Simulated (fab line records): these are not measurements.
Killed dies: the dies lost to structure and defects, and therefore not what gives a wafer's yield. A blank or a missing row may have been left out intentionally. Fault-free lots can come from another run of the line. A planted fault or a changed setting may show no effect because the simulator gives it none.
Code-filled problem report in 8D (eight disciplines) form -- flow n5_finfet -- the parts of the form that need people (team, actions taken, sign-off) are left out

## 1. WHAT IS WRONG
At N5_PASSIVATION_PROBE_49, killed_at_other averages 332 over 2 wafers from 2 lots, while fault-free wafers read 4, standard deviation 3.2. That is +99 or more standard deviations from the usual mean.
Seen first at day 15 12:10 on prober-01, wafer L404.6. The record has a number at this step for 18 wafers belonging to 6 lots. The rule behind "out" and "out of limits": a value lying over 4 standard deviations away from the usual mean. The rest of the wafers with a number are treated as sound.

## 2. WHAT IT IS; WHAT IT IS NOT
question,is,is not
which readings at this step,"killed_at_other, defect_limited_yield, killed_dies, sort_n_pass, sort_yield_pct","killed_at_M0_to_M3, killed_at_M4_up, killed_at_contacts, killed_on_rim, killed_open, killed_short, sort_bin_5_function, sort_bin_6_memory"
which lots,"L404, L407","L401, L402, L403, L405"
which wafers of those lots,"L404.6, L407.3","L404.2, L404.5, L407.1, L407.4"
read on which tools,prober-01,prober-02
when,from day 15 12:10,up to then (14 sound wafers); but 2 sound wafers of L407 came after

## 3. THE SUSPECTS, EACH WITH WHAT RULES IT OUT
Counting: if a tool at a process step up to the reading ran every lot that is out, it stays a suspect. Sound lots after the first of them don't rule it out here, since some wafers of a struck lot are sound.
- pvd_sputter-03 at N5_MIM_BOT_SPUTTER_00 (material TiN, target thk 35 nm, time 89.7 s): kept. Every lot that is out went through it, the first being L404 (day 14 21:30); the last sound lot it ran before that was L405 (day 14 10:47).
- rie_diel-01 at N5_PASSIVATION_DESCUM_12 (chemistry O2, time 7.9 s): kept. Every lot that is out went through it, the first being L404 (day 15 04:14); the last sound lot it ran before that was L401 (day 14 01:50).
- rie_diel-01 at N5_PASSIVATION_STRIP_14 (strips in O2): kept. Every lot that is out went through it, the first being L404 (day 15 04:35); the last sound lot it ran before that was L401 (day 14 02:11).
- prober-01 at N5_PASSIVATION_PROBE_49: kept. Every lot that is out went through it, the first being L404 (day 15 11:58); the last sound lot it ran before that was L402 (day 15 03:43). Out on those wafers are its own readings of defect_limited_yield, killed_at_other, killed_dies, sort_n_pass, sort_yield_pct.
Left after counting: pvd_sputter-03 at N5_MIM_BOT_SPUTTER_00, rie_diel-01 at N5_PASSIVATION_DESCUM_12, rie_diel-01 at N5_PASSIVATION_STRIP_14, prober-01 at N5_PASSIVATION_PROBE_49.

## 4. THE CAUSE (what the simulator had put in)
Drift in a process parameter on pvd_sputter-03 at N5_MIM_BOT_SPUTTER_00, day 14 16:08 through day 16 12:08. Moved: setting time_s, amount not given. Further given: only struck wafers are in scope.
Counting leaves 4 suspects; this tool is one of them.

## 5. THE CHAIN OF EFFECTS, in route order
Each row: a reading whose mean over the struck wafers that have a number lies more than 3 standard deviations from the usual. Only readings whose record carries a usual standard deviation are examined. hours: median over the lots of the time between each lot's start at the first step of this table that gives one and its start at this step. sigmas: the change, counted in usual standard deviations.
hours,step,reading,usual,on struck wafers,change,sigmas
0,N5_PASSIVATION_PROBE_49,defect_limited_yield,90.9 %,62.9,-28.0,-19
0,N5_PASSIVATION_PROBE_49,killed_at_other,4,332,+328,+99 or more
0,N5_PASSIVATION_PROBE_49,killed_dies,108,438,+330,+18
0,N5_PASSIVATION_PROBE_49,sort_n_pass,1072,742,-330,-18
0,N5_PASSIVATION_PROBE_49,sort_yield_pct,90.9 %,62.9,-28.0,-19
The process steps in it:
- N5_PASSIVATION_PROBE_49

## 6. WHAT WOULD HAVE CAUGHT IT SOONER
In this record no reading fell out of limits until day 15 12:10, 20 hours after the fault had begun at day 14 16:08.
An alarm limit of 4 standard deviations would not have fired on the tool readings at N5_MIM_BOT_SPUTTER_00 for which the record gives a usual standard deviation, since none of them was out on any struck wafer.
Of the lots that are out (2), L407 began N5_MIM_BOT_SPUTTER_00 on pvd_sputter-03 after day 15 12:10. Putting the tool on hold at that point would have spared it.
